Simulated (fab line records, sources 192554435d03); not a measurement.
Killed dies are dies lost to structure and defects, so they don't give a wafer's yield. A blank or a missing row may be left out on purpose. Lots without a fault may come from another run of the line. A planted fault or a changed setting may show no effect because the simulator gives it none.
Chamber matching | flow n5_finfet | N5_BEOL_M12_CMP_49 on cmp-03: 4 sister chambers
The step polishes, stops on SiOC, t overpolish 20.6 s, target thk 320 nm. 4 wafers are shown with their chamber, then 11 later ones without.

WAFERS WITH THEIR CHAMBER
wafer  | chamber | motor_current_A (A)
L085.2 | 2       | 6.8
L085.4 | 3       | 6.7
L085.5 | 0       | 6.6
L090.1 | 1       | 6.1

WAFERS WITHOUT THEIR CHAMBER
wafer  | motor_current_A (A)
L090.3 | 7.0
L090.5 | 6.8
L091.2 | 6.8
L091.5 | 6.5
L091.6 | 6.0
L094.3 | 7.0
L094.4 | 6.5
L094.6 | 6.6
L096.4 | 6.8
L096.5 | 6.6
L096.6 | 6.6

WHICH CHAMBER EACH WENT THROUGH
wafer  | from the rows above     | in truth
L090.3 | can't be placed: 2 or 3 | 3
L090.5 | can't be placed: 2 or 3 | 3
L091.2 | can't be placed: 2 or 3 | 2
L091.5 | can't be placed: 0 or 3 | 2
L091.6 | 1                       | 1
L094.3 | can't be placed: 2 or 3 | 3
L094.4 | can't be placed: 0 or 3 | 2
L094.6 | can't be placed: 0 or 3 | 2
L096.4 | can't be placed: 2 or 3 | 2
L096.5 | can't be placed: 0 or 3 | 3
L096.6 | can't be placed: 0 or 3 | 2
Placed correctly: 1 of 11. Can't be placed from these rows: 10 (the true chamber is among the candidates in 6). Placed wrongly: 0.
How it was worked out, from the rows above alone: a wafer's distance from a chamber is the root of the sum, over the readings, of the square of ((its reading less the chamber's mean) divided by the reading's scatter). The wafer belongs to the nearest chamber; if the next one is less than 2 further off, it can't be placed. A chamber's mean is the mean of its shown wafers. The scatter: with one shown wafer a chamber, the root of the mean of the squares of how far each hidden wafer lies from its nearest shown one.
